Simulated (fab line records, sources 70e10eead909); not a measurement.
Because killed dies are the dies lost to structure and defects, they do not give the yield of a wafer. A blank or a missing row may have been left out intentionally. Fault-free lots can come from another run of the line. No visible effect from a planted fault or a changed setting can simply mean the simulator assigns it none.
Chamber matching	flow nand_harc	NHARC_A_M0_DEP_32 on pecvd-02 has 3 sister chambers
The step deposits SiCN, target thk 30 nm. 14 wafers are shown with their chamber, then 7 later ones without.

EACH WAFER AND ITS CHAMBER
wafer	chamber	heater_power_w (W)
L076.1	2	683
L076.2	0	808
L076.4	1	536
L077.2	1	471
L077.3	2	680
L077.4	1	491
L087.1	1	550
L087.3	0	780
L087.5	0	781
L088.4	2	668
L088.5	1	469
L088.6	0	862
L090.2	2	686
L090.4	0	719

SIGNATURES (means of the wafers above)
reading	chamber 0	chamber 1	chamber 2	scatter within a chamber
heater_power_w	790.00	503.40	679.25	38.8
Rule: distance of a wafer from a chamber = root of the sum over the readings of ((wafer's reading minus chamber's mean) / reading's scatter) squared. The wafer belongs to the nearest chamber; if the next one is less than 2 further off, it can't be placed. How the scatter is found: for the shown wafers, subtract from each reading the mean of its chamber, square and add these, divide the total by (wafers less chambers), then take the root.

WAFERS MISSING THEIR CHAMBER
wafer	heater_power_w (W)
L090.5	479
L095.1	565
L095.2	608
L095.5	623
L097.3	876
L097.5	525
L097.6	852

WHICH CHAMBER EACH ONE RAN IN
wafer	from the rows above	in truth
L090.5	1	1
L095.1	can't be placed: 1 or 2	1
L095.2	can't be placed: 2 or 1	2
L095.5	can't be placed: 2 or 1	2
L097.3	0	0
L097.5	1	1
L097.6	0	0
Correct placement for 4 of the 7. Can't be placed from these rows: 3 (the true chamber is among the candidates in 3). Number placed wrongly: 0.
